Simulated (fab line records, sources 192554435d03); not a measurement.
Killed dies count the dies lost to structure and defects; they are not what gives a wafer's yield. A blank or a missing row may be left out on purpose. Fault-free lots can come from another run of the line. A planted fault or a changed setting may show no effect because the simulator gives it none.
Which tool did it?    flow n5 finfet    27 wafers from 9 lots sampled at 7 of the route's 1938 steps

WHAT EACH GAUGE READ, for each wafer
N5_BEOL_M2_CD_MEAS_11 targets a cd of 16.79 nm.
lot   measured      on         cd nm (nm)
L766  day 6 20:41   cd sem-01  16.56 16.76 16.72
L769  day 7 09:10   cd sem-02  16.76 16.70 16.60
L772  day 8 14:14   cd sem-03  18.14 18.30 18.89
L773  day 8 14:25   cd sem-01  16.55 17.06 16.66
L774  day 9 04:42   cd sem-03  18.54 18.22 18.35
L777  day 9 17:18   cd sem-01  16.86 16.16 16.71
L779  day 9 23:51   cd sem-01  17.05 16.49 16.45
L781  day 10 11:18  cd sem-03  16.51 16.65 17.09
L783  day 10 21:36  cd sem-03  16.70 16.55 16.57

N5_BEOL_M2_INSPECT_13: inspects for defects (brightfield).
lot   measured      on                 raw defect count
L766  day 6 20:46   defect inspect-02  439 324 426
L769  day 7 09:15   defect inspect-02  461 547 388
L772  day 8 14:20   defect inspect-02  577 471 581
L773  day 8 14:30   defect inspect-02  308 458 351
L774  day 9 04:47   defect inspect-02  459 537 398
L777  day 9 17:23   defect inspect-02  425 331 328
L779  day 9 23:56   defect inspect-01  492 554 539
L781  day 10 11:23  defect inspect-02  346 383 474
L783  day 10 21:43  defect inspect-02  272 317 326

N5_BEOL_M2_CD_MEAS_18: pitch 36 nm, target cd 18 nm.
lot   measured      on         cd nm (nm)
L766  day 6 21:14   cd sem-02  17.67 17.96 17.89
L769  day 7 09:43   cd sem-01  17.56 17.88 17.99
L772  day 8 14:53   cd sem-01  19.55 19.80 19.82
L773  day 8 15:07   cd sem-01  18.12 17.63 17.59
L774  day 9 05:16   cd sem-03  18.87 19.16 19.24
L777  day 9 18:04   cd sem-02  17.62 18.02 17.70
L779  day 10 00:27  cd sem-03  17.95 17.76 18.21
L781  day 10 12:10  cd sem-02  17.48 18.35 17.70
L783  day 10 22:46  cd sem-02  17.64 18.03 17.47

N5_BEOL_M4_RC_MEAS_101.
lot   measured      on         DIBL_N (mV/V)   DIBL_P (mV/V)   IOFF_N (nA/um)     IOFF_P (nA/um)     ION_N (uA/um)  ION_P (uA/um)  SS_N (mV/dec)   SS_P (mV/dec)   VT_N (mV)          VT_P (mV)
L766  day 8 18:44   prober-01  35.9 35.3 34.9  36.2 35.8 36.1  0.177 0.163 0.159  0.208 0.198 0.204  682 679 676    458 459 464    71.3 71.8 70.8  73.9 73.7 73.1  246.9 248.9 248.7  -250.4 -251.5 -252.7
L769  day 9 21:12   prober-01  36.6 35.3 37.3  36.6 34.7 38.1  0.135 0.122 0.162  0.175 0.159 0.214  670 676 685    456 453 469    71.2 70.6 71.8  72.8 72.6 73.6  253.0 253.1 251.9  -253.4 -254.0 -250.3
L773  day 10 22:23  prober-01  36.2 37.4 36.8  35.5 37.4 36.7  0.162 0.183 0.175  0.209 0.233 0.224  687 680 690    467 468 469    71.6 71.8 70.5  73.1 74.2 73.0  246.1 245.8 247.4  -248.9 -249.6 -248.3
L777  day 11 09:10  prober-01  34.3 35.1 34.8  33.5 33.7 34.6  0.154 0.163 0.161  0.211 0.210 0.225  683 681 679    472 463 470    71.5 71.7 71.2  72.7 73.3 74.5  248.0 248.1 249.0  -249.9 -249.2 -248.3
L779  day 12 07:56  prober-01  33.9 34.1 33.2  35.3 36.2 34.6  0.152 0.156 0.136  0.208 0.231 0.201  688 682 681    474 474 471    71.3 71.0 70.4  72.8 73.3 72.7  248.7 250.0 250.0  -248.8 -245.6 -249.4
L781  day 12 12:38  prober-02  33.7 37.4 35.2  32.6 37.8 34.0  0.112 0.179 0.140  0.168 0.235 0.181  658 677 664    463 469 458    71.3 71.4 71.7  72.2 74.2 72.9  254.1 249.8 250.1  -251.2 -248.6 -250.5
L783  day 13 14:14  prober-02  34.5 33.8 35.7  36.0 35.6 37.6  0.143 0.137 0.164  0.198 0.187 0.223  681 665 681    470 466 467    71.5 71.2 71.5  73.3 73.1 73.5  252.2 253.1 249.4  -248.9 -253.0 -251.9

EACH LOT AND THE TOOL THAT RAN IT (in order: tool; ch and the chambers of the sampled wafers; start)
lot   N5_BEOL_M1_ANNEAL_51              N5_BEOL_M2_EXPOSE_08               N5_BEOL_M2_ETCH_64
L766  rtp anneal-02 ch 0, day 6 18:22   euv scanner-01 ch 0, day 6 20:32   rie diel-04 ch 0,1,3, day 6 20:53
L769  rtp anneal-01 ch 0, day 7 06:41   euv scanner-01 ch 0, day 7 09:02   rie diel-02 ch 1,2, day 7 09:22
L772  rtp anneal-01 ch 0, day 8 11:41   euv scanner-01 ch 0, day 8 14:07   rie diel-05 ch 1,2, day 8 14:27
L773  rtp anneal-02 ch 0, day 8 11:56   euv scanner-02 ch 0, day 8 14:17   rie diel-04 ch 2,3, day 8 14:41
L774  rtp anneal-02 ch 0, day 9 02:54   euv scanner-01 ch 0, day 9 04:34   rie diel-04 ch 0,2,3, day 9 04:54
L777  rtp anneal-01 ch 0, day 9 14:56   euv scanner-02 ch 0, day 9 17:10   rie diel-05 ch 0,1,2, day 9 17:42
L779  rtp anneal-02 ch 0, day 9 21:39   euv scanner-02 ch 0, day 9 23:43   rie diel-05 ch 1,3, day 10 00:05
L781  rtp anneal-02 ch 0, day 10 09:09  euv scanner-02 ch 0, day 10 11:10  rie diel-02 ch 2,3, day 10 11:48
L783  rtp anneal-02 ch 0, day 10 18:14  euv scanner-02 ch 0, day 10 21:28  rie diel-04 ch 0,1,3, day 10 22:11
- N5_BEOL_M1_ANNEAL_51: time 90 s.
- N5_BEOL_M2_EXPOSE_08: exposes mask M2.
- N5_BEOL_M2_ETCH_64: etches SOC in N2/H2, target depth 75 nm, overetch 22.5 nm, time 121.9 s.

WHAT THE TOOLS THEMSELVES READ (means of the sampled wafers that have a number; where no wafer has one, the mark that the record gives instead)
N5_BEOL_M1_ANNEAL_51.
lot   tool           wafer_temp_C_max
L766  rtp anneal-02  226.7
L769  rtp anneal-01  226.1
L772  rtp anneal-01  226.1
L773  rtp anneal-02  226.9
L774  rtp anneal-02  226.7
L777  rtp anneal-01  226.0
L779  rtp anneal-02  226.6
L781  rtp anneal-02  227.0
L783  rtp anneal-02  226.6

N5_BEOL_M2_EXPOSE_08.
lot   tool            exposure dose mJ cm2
L766  euv scanner-01  41.16
L769  euv scanner-01  41.10
L772  euv scanner-01  44.99
L773  euv scanner-02  41.22
L774  euv scanner-01  44.21
L777  euv scanner-02  41.22
L779  euv scanner-02  41.23
L781  euv scanner-02  41.19
L783  euv scanner-02  41.21

N5_BEOL_M2_ETCH_64.
lot   tool         bias w (W)  chamber pressure mTorr (mTorr)  drypump motor current A (A)  oes product au (a.u.)  rf vpp V (V)  showerhead plenum p Torr (Torr)  throttle valve pct (%)
L766  rie diel-04  150.5       30.000                          6.2                          0.60                   524           2.55                             17.65
L769  rie diel-02  149.7       30.005                          6.1                          0.55                   525           2.57                             17.95
L772  rie diel-05  150.2       29.998                          5.7                          0.65                   525           2.59                             17.74
L773  rie diel-04  150.5       30.005                          6.0                          0.59                   523           2.51                             17.83
L774  rie diel-04  149.8       29.985                          6.2                          0.62                   524           2.56                             17.76
L777  rie diel-05  149.7       29.976                          5.6                          0.61                   524           2.56                             17.76
L779  rie diel-05  150.0       30.018                          5.7                          0.55                   520           2.43                             18.05
L781  rie diel-02  150.3       29.993                          6.1                          0.62                   524           2.59                             17.73
L783  rie diel-04  149.7       30.002                          6.2                          0.58                   524           2.53                             17.70

THE ANSWER, worked out from the rows above alone
Rule: usual is defined by the lots themselves. Put in order of their means at a reading, lots are off if they are a third of the lots or fewer, leave a main group of 4 or more, and stand apart from it by a gap of 3 or more times the standard deviation of the main group's means; of several such gaps the widest counts. A main group whose means are all the same, to the digits that the tables above print for the reading, isn't used. Also off: a lot with no number at a reading for which 4 or more lots have one. Where the step has rows for the other lots, those lots are counted as sound. Order of review: gauges by route order, followed by the tools' own readings, for which a lot's mean as printed above is used. At the first step where some lot is off, the reading lying furthest off is the one used; lots without a number count as furthest.
Off: L772, L774, at N5_BEOL_M2_CD_MEAS_11 (cd nm). The main group has a mean of 16.67 nm with a standard deviation of 0.062.
A tool fits if, at a process step before that reading, it ran every lot that is off, and no sound lot after the first of them. Not tried: the gauges at N5_BEOL_M2_CD_MEAS_11; whatever is off there is also off at N5_BEOL_M2_EXPOSE_08, on other tools, and gauge error can't account for it. One candidate fits, namely euv scanner-01 at N5_BEOL_M2_EXPOSE_08. Its last sound lot is L769 (day 7 09:02), its first lot that is off L772 (day 8 14:07): a fault that began between those two fits.
The tool's own readings at N5_BEOL_M2_EXPOSE_08 bear it out: on the lots that are off they differ by more than 5 times the standard deviation of the sound lots' means. exposure dose mJ cm2 reads 44.60 there against 41.19 on the sound lots.

WHAT THE SIMULATOR HAD INSERTED
Process parameter drift: euv scanner-01, from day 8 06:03 on, at N5_BEOL_M2_EXPOSE_08. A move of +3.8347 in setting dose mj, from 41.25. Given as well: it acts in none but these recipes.
Struck lots among those shown: L772, L774. This agrees with what the rule above found.
